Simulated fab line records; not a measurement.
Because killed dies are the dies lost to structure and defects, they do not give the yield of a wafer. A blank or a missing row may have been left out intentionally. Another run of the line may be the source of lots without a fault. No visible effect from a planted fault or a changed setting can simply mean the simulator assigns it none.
fab line records | flow nand-harc
[record] lots = 10 wafers = 30 last-day = 24
route steps=1159 shown A_M1@1040 A_BONDPAD@1080 END@1159
lots with no fault: from the same line, run without faults
start-h: hours from the record's first day to the start of the lot's first wafer shown | wait-h: hours elapsed since this lot's preceding step | " same as the row above | L1.1+2: a single row standing in for several wafers | - value missing, or start not given | * or withheld: withheld | < > ~ a bound
route shown NAME@n: names a module that has steps shown in the file, with the first one's number in the route | usual: mean and standard deviation over wafers with no fault | same: alike in all rows | chamber/n: place in a boat | sites: readings site by site | _std_site: the standard deviation of these | _edge_site: outer sites' mean less inner sites' | radius-mm: for every site, how far away it sits from the centre of the wafer | mask NAME#n: copy n | behind: the most recent tool/chamber to have shaped the wafer | hold: cause of the lot's hold/its duration in hours/its outcome | device: the n, p or np transistor that did not switch | end of line: the route-end tests of the same wafers | for a step that has no rows: nothing shown but its recipe | killed: at the first sort, the dies lost to defects and structure; wafer yield is something else | map: per-die view of a wafer (x killed, . not killed, _ where there is no die)
set.NAME: the setting as run; set.NAME@STEP: as run at that earlier step | model.NAME: the simulator's own value behind a step, which no gauge read
steps of the route over a sample of lots; a table a step, a row a wafer
services: from which hour (start-h, from the record's first day; less than 0 if before it) a tool's chamber was out of use, for how many hours, and why
[[steps]]
[step NHARC_A_M1_ETCH_35]
[recipe] target-depth-a = 400 overetch-a = 120 time-s = 43.94 ion-energy-ev = 200 n2-flow-sccm = 150 h2-flow-sccm = 150 ar-flow-sccm = 0 rf-w = 400 bias-w = 150 chemistry = N2/H2
[usual] drypump-motor-current-A = 5.8/0.35 oes-product-au = 1.002/0.0099 rf-vpp-V = 429.3/2.3 run-length-s = 65.3/0.36 showerhead-plenum-p-Torr = 2.00/0.078 throttle-valve-pct = 14.172/0.0096
// columns lot.wafer tool chamber start-h wait-h drypump-motor-current-A oes-product-au rf-hours-counter-h rf-vpp-V run-length-s showerhead-plenum-p-Torr throttle-valve-pct
L275.3 rie-diel-13 1 415.62 0.1 6.0 1.011 3 432.4 65.7 2.07 14.187
L275.2 " 2 " " 5.9 1.002 3 428.3 65.3 1.93 14.170
L275.1 " 0 " " 6.1 0.995 3 428.7 64.8 1.96 14.167
L279.4 rie-diel-08 0 432.10 0.2 5.6 1.003 9 425.8 65.6 1.92 14.173
L279.1 " 1 " " 6.1 1.016 9 427.4 64.9 1.92 14.159
L279.2 " 3 " " 5.4 1.003 9 430.7 65.0 2.03 14.162
L278.2 rie-diel-08 0 432.94 0.1 5.6 1.007 10 426.4 65.5 1.92 14.163
L278.6 " 2 " " 5.5 0.988 - 429.0 65.3 1.96 14.161
L278.5 " 3 " " 5.4 1.005 - 431.3 65.6 2.03 14.169
L281.1 rie-diel-08 2 453.48 0.1 5.5 0.987 11 429.1 65.3 1.96 14.177
L281.4 " 3 " " 5.4 1.012 12 430.7 65.2 2.03 14.177
L281.5 " 0 " " 5.6 1.010 - 427.0 65.5 1.92 14.181
L282.1 rie-diel-09 1 454.22 0.1 5.2 1.011 0 433.4 65.0 2.19 14.167
L282.6 " 2 " " 5.7 1.006 - 429.3 65.6 1.98 14.171
L282.5 " 3 " " 5.5 0.988 - 434.3 65.0 2.14 14.162
L283.4 rie-diel-13 2 463.16 0.1 5.9 1.013 0 425.6 65.4 1.93 14.179
L283.5 " 0 " " 6.1 1.008 - 428.3 64.9 1.96 14.160
L283.6 " 1 " " 6.0 0.995 - 430.9 65.7 2.06 14.170
L290.4 rie-diel-08 1 518.96 0.1 6.1 0.995 2 426.7 65.1 1.92 14.170
L290.1 " 2 " " 5.5 1.017 3 429.6 65.4 1.96 14.169
L290.3 " 3 " " 5.4 0.991 3 427.9 65.2 2.03 14.161
L294.3 rie-diel-08 2 537.61 0.1 5.5 1.008 4 427.8 65.3 1.96 14.184
L294.5 " 2 " " 5.5 1.001 - 427.9 65.5 1.96 14.162
L294.6 " 3 " " 5.4 0.985 - 429.1 65.2 2.03 14.168
L295.1 rie-diel-13 0 537.88 0.1 6.1 1.002 2 428.2 65.2 1.96 14.195
L295.5 " 0 " " 6.1 1.002 - 428.2 64.7 1.96 14.153
L295.6 " 1 " " 6.0 1.001 - 430.5 65.7 2.06 14.166
L296.1 rie-diel-13 1 541.32 0.1 5.9 0.990 2 430.7 65.4 2.06 14.165
L296.3 " 2 " " 5.9 1.010 2 427.5 65.2 1.93 14.174
L296.2 " 3 " " 6.6 1.003 2 431.1 65.0 2.08 14.161
[step NHARC_A_M1_ETCH_28]
[recipe] target-depth-a = 300 over-etch-frac = 0.3 time-s = 72.99 ion-energy-ev = 150 cf4-flow-sccm = 50 n2-flow-sccm = 100 ar-flow-sccm = 150 rf-w = 300 bias-w = 100 chemistry = CF4/N2
[usual] drypump-motor-current-A = 5.9/0.41 oes-product-au = 1.000/0.0094 rf-vpp-V = 313.7/1.8 run-length-s = 94.3/0.4 showerhead-plenum-p-Torr = 2.60/0.099 throttle-valve-pct = 19.794/0.0091
// columns lot.wafer tool chamber start-h wait-h drypump-motor-current-A oes-product-au rf-hours-counter-h rf-vpp-V run-length-s showerhead-plenum-p-Torr throttle-valve-pct
L275.3 rie-diel-09 1 - - 5.2 0.990 11 318.0 94.1 2.81 19.791
L275.2 " 2 " " 5.7 1.011 11 315.0 94.5 2.56 19.783
L275.1 " 0 " " 5.7 1.006 5 311.7 94.3 2.51 19.809
L279.4 rie-diel-13 2 - - 5.9 0.991 4 312.1 94.3 2.49 19.797
L279.2 " 0 " " 6.1 0.983 3 311.2 93.9 2.53 19.789
L279.1 " 1 " " 6.0 0.992 3 314.9 94.6 2.66 19.779
L278.2 rie-diel-13 3 - - 6.6 0.997 4 315.4 93.8 2.67 19.801
L278.5 " 0 " " 6.1 0.990 - 312.3 93.9 2.53 19.799
L278.6 " 1 " " 6.0 0.996 - 314.8 94.8 2.66 19.800
L281.4 rie-diel-08 3 - - 5.4 1.001 12 313.4 94.3 2.62 19.799
L281.1 " 1 " " 6.1 1.017 11 311.1 93.6 2.49 19.797
L281.5 " 2 " " 5.5 0.994 - 311.5 94.7 2.54 19.795
L282.1 rie-diel-08 0 - - 5.6 0.987 12 311.8 94.6 2.49 19.804
L282.5 " 2 " " 5.5 0.996 - 311.5 94.3 2.53 19.794
L282.6 " 3 " " 5.4 0.999 - 314.4 94.2 2.62 19.799
L283.4 rie-diel-13 2 - - 5.9 1.010 0 312.2 94.1 2.49 19.792
L283.5 " 1 " " 6.0 0.994 - 313.9 95.1 2.66 19.776
L283.6 " 2 " " 5.9 1.011 - 311.0 94.1 2.49 19.796
L290.3 rie-diel-08 0 - - 5.6 0.997 3 312.3 94.7 2.49 19.787
L290.4 " 1 " " 6.1 1.001 2 312.5 93.7 2.48 19.798
L290.1 " 3 " " 5.4 0.978 3 313.9 94.2 2.61 19.800
L295.1 rie-diel-13 1 - - 5.9 1.000 2 315.2 95.2 2.66 19.787
L295.5 " 2 " " 6.0 1.013 - 312.5 94.3 2.49 19.798
L295.6 " 3 " " 6.7 0.996 - 315.7 93.8 2.67 19.777
L294.3 rie-diel-09 0 - - 5.7 1.005 6 312.2 94.6 2.51 19.802
L294.5 " 1 " " 5.2 1.008 - 318.1 93.5 2.80 19.798
L294.6 " 2 " " 5.7 1.004 - 312.8 94.4 2.56 19.799
L296.3 rie-diel-13 2 - - 5.9 1.009 2 312.0 94.4 2.49 19.787
L296.2 " 0 " " 6.1 0.994 2 312.5 94.0 2.53 19.810
L296.1 " 1 " " 5.9 1.001 2 315.2 94.5 2.65 19.799
[step NHARC_A_BONDPAD_ETCH_24]
[recipe] target-depth-a = 300 over-etch-frac = 0.3 time-s = 72.99 ion-energy-ev = 150 cf4-flow-sccm = 50 n2-flow-sccm = 100 ar-flow-sccm = 150 rf-w = 300 bias-w = 100 chemistry = CF4/N2
[usual] drypump-motor-current-A = 5.6/0.51 oes-product-au = 1.003/0.0086 rf-vpp-V = 313.5/2.2 run-length-s = 94.4/0.42 showerhead-plenum-p-Torr = 2.60/0.12 throttle-valve-pct = 19.794/0.0097
// columns lot.wafer tool chamber start-h wait-h drypump-motor-current-A oes-product-au rf-hours-counter-h rf-vpp-V run-length-s showerhead-plenum-p-Torr throttle-valve-pct
L275.3 rie-diel-02 2 420.83 - 5.3 1.000 18 314.5 94.2 2.59 19.790
L275.2 " 3 " " 5.7 1.003 18 311.2 94.2 2.53 19.810
L275.1 " 0 " " 4.7 0.999 18 315.9 93.5 2.69 19.795
L279.2 rie-diel-02 3 437.72 0.1 5.7 0.986 22 312.5 94.3 2.53 19.806
L279.1 " 0 " " 4.7 0.985 21 314.6 93.4 2.69 19.795
L279.4 " 3 " " 5.7 1.001 - 312.3 94.1 2.53 19.793
L278.2 rie-diel-02 3 438.34 0.2 5.7 0.983 22 313.6 94.0 2.53 19.798
L278.5 " 3 " " 5.7 0.982 - 313.3 93.9 2.53 19.799
L278.6 " 2 " " 5.4 1.002 - 313.5 94.2 2.58 19.828
L281.1 rie-diel-06 2 458.70 - 5.7 1.018 0 312.4 95.3 2.45 19.768
L281.4 " 0 " " 5.6 1.006 0 317.0 94.2 2.82 19.811
L281.5 " 2 " " 5.7 1.020 - 309.6 94.7 2.45 19.788
L282.1 rie-diel-06 2 459.51 - 5.7 1.009 1 309.6 94.8 2.45 19.788
L282.6 " 2 " " 5.7 1.008 - 311.3 94.8 2.45 19.791
L282.5 " 3 " " 6.6 1.005 - 313.2 94.7 2.61 19.801
L283.4 rie-diel-06 1 468.43 - 5.3 1.002 1 312.6 115.8 2.52 19.801
L283.5 " 1 " " 5.4 0.999 - 312.5 115.9 2.52 19.792
L283.6 " 2 " " 5.7 1.009 - 310.9 94.6 2.45 19.789
L290.3 rie-diel-02 1 524.58 - 5.3 0.997 2 315.1 94.0 2.58 19.801
L290.1 " 2 " " 5.4 1.009 2 312.4 94.6 2.58 19.784
L290.4 " 3 " " 5.7 1.009 3 312.2 94.1 2.53 19.802
L295.1 rie-diel-06 2 543.56 - 5.7 1.004 4 311.7 94.7 2.45 19.798
L295.6 " 2 " " 5.7 1.004 - 310.6 94.5 2.45 19.792
L295.5 " 3 " " 6.6 1.022 - 314.0 94.8 2.61 19.791
L294.3 rie-diel-06 3 543.88 - 6.6 1.015 4 312.4 94.6 2.61 19.780
L294.5 " 3 " " 6.6 1.006 - 312.7 94.7 2.61 19.808
L294.6 " 0 " " 5.6 0.992 - 317.3 94.4 2.81 19.786
L296.3 rie-diel-06 2 546.41 - 5.7 1.011 4 310.1 94.6 2.45 19.790
L296.2 " 3 " " 6.6 1.014 4 313.6 95.2 2.61 19.806
L296.1 " 1 " " 5.4 0.998 4 313.6 94.3 2.52 19.783
[step NHARC_A_BONDPAD_DEGAS_25]
[recipe] temp-c = 300 time-s = 60
[usual] heater-power-w = 475/48
// columns lot.wafer tool chamber start-h wait-h heater-power-w
L275.1 pvd-sputter-01 - 421.23 - 419
L275.2 " - " " 436
L275.3 " - " " 461
L279.1 pvd-sputter-02 - 438.13 - 445
L279.2 " - " " 515
L279.4 " - " " 430
L278.2 pvd-sputter-01 - 438.78 - 463
L278.5 " - " " 416
L278.6 " - " " 455
L281.4 pvd-sputter-02 - 459.09 - 564
L281.1 " - " " 511
L281.5 " - " " 444
L282.1 pvd-sputter-02 - 459.97 - 427
L282.5 " - " " 556
L282.6 " - " " 438
L283.4 pvd-sputter-01 - 468.87 - 418
L283.6 " - " " 425
L283.5 " - " " 456
L290.4 pvd-sputter-03 - 524.98 - 552
L290.3 " - " " 520
L290.1 " - " " 465
L295.1 pvd-sputter-01 - 544.02 - 414
L295.6 " - " " 424
L295.5 " - " " 480
L294.3 pvd-sputter-03 - 544.36 - 480
L294.6 " - " " 529
L294.5 " - " " 446
L296.3 pvd-sputter-03 - 546.81 - 546
L296.1 " - " " 439
L296.2 " - " " 530
[step NHARC_END_SORT_01]
[recipe] temp-c = 25
[usual] defect-limited-yield = 95.6/1.6 killed-at-array = 26/10 killed-at-other = 0.5/0.87 killed-at-periphery = 3.0/2.5 killed-dies = 29/11 killed-open = 3.3/1.9 killed-short = 1.8/1.5 sort_bin_2_pct = 1.3/0.63 sort_bin_3_pct = 0.25/0.22 sort_bin_4_pct = 2.8/1.1 sort-n-pass = 648/11 sort-rim-yield-pct = 96.5/2.6 sort-yield-pct = 95.6/1.6
[same] gross-dies = 677 sort_bin_5_pct[%] = 0 sort_bin_6_pct[%] = 0 sort_bin_7_pct[%] = 0 sort_bin_8_pct[%] = 0 sort-rim-n-gross = 106.00
// columns lot.wafer tool chamber start-h wait-h defect-limited-yield[%] killed-at-array killed-at-other killed-at-periphery killed-dies killed-open killed-short sort_bin_2_pct[%] sort_bin_3_pct[%] sort_bin_4_pct[%] sort-n-pass sort-rim-yield-pct[%] sort-yield-pct[%]
L278.2 prober-02 0 471.79 2.8 96.5 19 1 4 24 3 2 0.9 0 2.7 653 99.1 96.5
L278.5 prober-02 0 474.16 3.7 96.8 17 0 5 22 4 1 1.0 0.30 1.9 655 99.1 96.8
L278.6 prober-02 0 474.95 3.9 96.5 19 0 5 24 4 1 0.3 0.59 2.7 653 96.2 96.5
// killed by level:class
L278.2 A_CHANNEL_HOLE_D1:chamber-film-flake=13 A_ZERO_WELL:chamber-film-flake=2 P_M0:geometric-particle:short=1 P_M0:geometric-particle:open=1 A_SGD_CUT:geometric-particle:open=1 A_CONTACT:geometric-particle:short=1 A_CONTACT:geometric-particle:open=1 P_ZERO_WELL:chamber-film-flake=1
L278.5 A_CHANNEL_HOLE_D1:chamber-film-flake=11 A_SGD_CUT:chamber-film-flake=3 P_M0:geometric-particle:open=1 P_M1:geometric-particle:open=1 P_M1:geometric-particle:short=1 P_M2:geometric-particle:open=1 A_WL_FILL:geometric-particle:open=1 A_CHANNEL_FILL_D1:chamber-film-flake=1
L278.6 A_CHANNEL_HOLE_D1:chamber-film-flake=9 A_CONTACT:chamber-film-flake=5 P_ZERO_WELL:chamber-film-flake=3 P_M0:geometric-particle:open=2 A_CONTACT:geometric-particle:open=2 A_SGD_CUT:chamber-film-flake=2 A_M0:geometric-particle:short=1
[[services]]
// columns tool chamber start-h hours kind
pvd-sputter-02 - 393.43 10.0 pm
rie-diel-02 - 406.24 0.3 repair
rie-diel-13 0 407.50 - clean
rie-diel-13 1 407.50 - clean
rie-diel-13 2 407.50 - clean
rie-diel-13 3 407.50 - clean
rie-diel-06 - 418.20 9.0 pm
pvd-sputter-02 - 420.11 0.6 repair
rie-diel-02 1 428.88 15.5 repair
rie-diel-06 - 429.09 23.0 repair
rie-diel-09 - 431.10 9.0 pm
pvd-sputter-02 - 446.17 0.8 repair
rie-diel-08 1 448.29 1.4 repair
rie-diel-13 - 453.00 9.0 pm
pvd-sputter-03 - 458.00 10.0 pm
pvd-sputter-02 - 467.44 6.9 repair
rie-diel-08 0 476.64 8.5 repair
rie-diel-08 - 479.07 9.0 pm
rie-diel-09 3 486.74 2.6 repair
rie-diel-02 - 506.18 9.0 pm
pvd-sputter-02 - 507.50 2.0 repair
rie-diel-02 2 517.49 2.4 repair
pvd-sputter-01 - 521.16 2.6 repair
rie-diel-02 - 533.20 0.6 repair
[[key]]
[first-sign] step = NHARC_A_BONDPAD_ETCH_24 reading = run-length-s direction = up sigmas = 51 usual = * struck = *
effect none on later readings
met-at NHARC_A_BONDPAD_ETCH_24
struck-lots L283
struck-wafers L283.4,L283.5
not-acting-at NHARC_A_M1_ETCH_35,NHARC_A_M1_ETCH_28,NHARC_A_BONDPAD_DEGAS_25
onset-between 459.51 468.43
[fault] kind = process-parameter-drift tool = rie-diel-06 chamber = - onset-h = 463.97 steps = NHARC_A_BONDPAD_ETCH_24 channel = time-s offset = * shape = step end-h = 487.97 scope = struck-wafers-only acts-in = * stated = *
